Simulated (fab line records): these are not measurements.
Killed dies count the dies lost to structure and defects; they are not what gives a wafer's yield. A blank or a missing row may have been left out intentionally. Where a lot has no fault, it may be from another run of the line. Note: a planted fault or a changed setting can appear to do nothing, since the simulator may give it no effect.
Code-filled problem report in 8D (eight disciplines) form ; flow n5-finfet ; the parts of the form that need people (team, actions taken, sign-off) are left out

== 1. WHAT WENT WRONG ==
At N5_BEOL_M2_ANNEAL_51, wafer_temp_C_max averages 223.21 over 6 wafers from 2 lots, while fault-free wafers read 225.73, standard deviation 0.19. That puts it -13 standard deviations away from the usual mean.
The step: time 90 s.
Seen first at day 10 22:05 on rtp-anneal-02, wafer L784.1. The record has a number at this step for 32 wafers belonging to 11 lots. Rule for "out" (also "out of limits"): further than 4 standard deviations from the usual mean. All remaining wafers that have a number are taken as sound.

== 2. WHAT IT IS AND WHAT IT IS NOT ==
question;is;is not
which readings at this step;wafer_temp_C_max;-
which lots;L783, L784;L769, L770, L771, L776, L777, L779, L781, L782, L791
which wafers of those lots;all that have a number;-
read on which tools;rtp-anneal-02;rtp-anneal-01
when;from day 10 22:05;"up to then (23 sound wafers); but 3 sound wafers of L791 came after"

== 3. THE SUSPECTS, EACH WITH WHAT RULES IT OUT ==
Counting: any tool at a process step up to the reading is kept as a suspect provided that every lot that is out went through it and no sound lot did after the first of them.
- rtp-anneal-02 at N5_BEOL_M2_ANNEAL_51 (time 90 s): kept. All lots that are out passed through it, beginning with L784 at day 10 22:05, and no sound lot followed; its final sound lot before that point was L781 at day 10 13:49. Its own readings are out on those wafers: wafer_temp_C_max.
Left after counting: rtp-anneal-02 at N5_BEOL_M2_ANNEAL_51.

== 4. THE CAUSE (what the simulator had put in) ==
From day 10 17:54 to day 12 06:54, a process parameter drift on rtp-anneal-02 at N5_BEOL_M2_ANNEAL_51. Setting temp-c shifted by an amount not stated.
Only this tool survived the counting.

== 5. SEQUENCE OF EFFECTS, ordered by route ==
Each row: a reading where the mean over the struck wafers with a number is more than 3 standard deviations away from the usual. Scope: only readings with a usual standard deviation given in the record; hours: median across lots of the time from each lot's start at the first step in this table that gives one to its start at this step; sigmas: change in usual standard deviations.
hours;step;reading;usual;on struck wafers;change;sigmas
0;N5_BEOL_M2_ANNEAL_51;wafer_temp_C_max;225.73;223.21;-2.52;-13
Process steps it contains:
- N5_BEOL_M2_ANNEAL_51: time 90 s.
Later steps that measure or inspect, where all struck wafers having a row at the step show a number for every such reading and not one has moved that far: N5_BEOL_M2_THK_MEAS_53, N5_BEOL_M2_INSPECT_59, N5_BEOL_M4_RC_MEAS_101.

== 6. WHAT WOULD HAVE CAUGHT IT SOONER ==
In this record the first reading out of limits was taken at day 10 22:05, 4 hours after the fault began at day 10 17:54.
